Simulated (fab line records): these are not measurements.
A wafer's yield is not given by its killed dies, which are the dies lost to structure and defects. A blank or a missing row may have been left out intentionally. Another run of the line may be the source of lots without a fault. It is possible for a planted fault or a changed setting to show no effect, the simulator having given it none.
Chamber matching | flow n5-finfet | N5_FIN_SAQP_FIN_ETCH_36 on rie-si-05: 4 sister chambers
The step etches the open film in HBr/Cl2/O2, target depth 120 nm, time 50.4 s. 4 wafers are shown with their chamber, then 7 later ones without.

== WAFERS, EACH WITH ITS CHAMBER ==
wafer  | chamber | throttle-valve-pct (%)
L080.6 | 0       | 35.87
L083.2 | 1       | 35.40
L090.3 | 2       | 36.01
L090.4 | 3       | 36.03

== WAFERS WHOSE CHAMBER IS MISSING ==
wafer  | throttle-valve-pct (%)
L090.5 | 35.39
L093.1 | 35.89
L093.2 | 35.40
L093.5 | 35.88
L095.1 | 35.99
L095.3 | 35.40
L095.6 | 35.90

== THE CHAMBER EACH PASSED THROUGH ==
wafer  | from the rows above     | in truth
L090.5 | 1                       | 1
L093.1 | 0                       | 0
L093.2 | 1                       | 1
L093.5 | 0                       | 0
L095.1 | can't be placed: 2 or 3 | 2
L095.3 | 1                       | 1
L095.6 | 0                       | 0
Placed correctly: 6 of 7. Can't be placed from these rows: 1 (the true chamber is among the candidates in 1). 0 placed wrongly.
How it was worked out, from the rows above alone: a wafer's distance from a chamber is the root of the sum, over the readings, of the square of ((its reading less the chamber's mean) divided by the reading's scatter). The wafer belongs to the nearest chamber; if the next one is less than 2 further off, it can't be placed. Each chamber's mean is taken over the wafers shown for it. The scatter (one wafer shown for each chamber): square how far every hidden wafer sits from the nearest shown wafer, average those squares and take the square root.
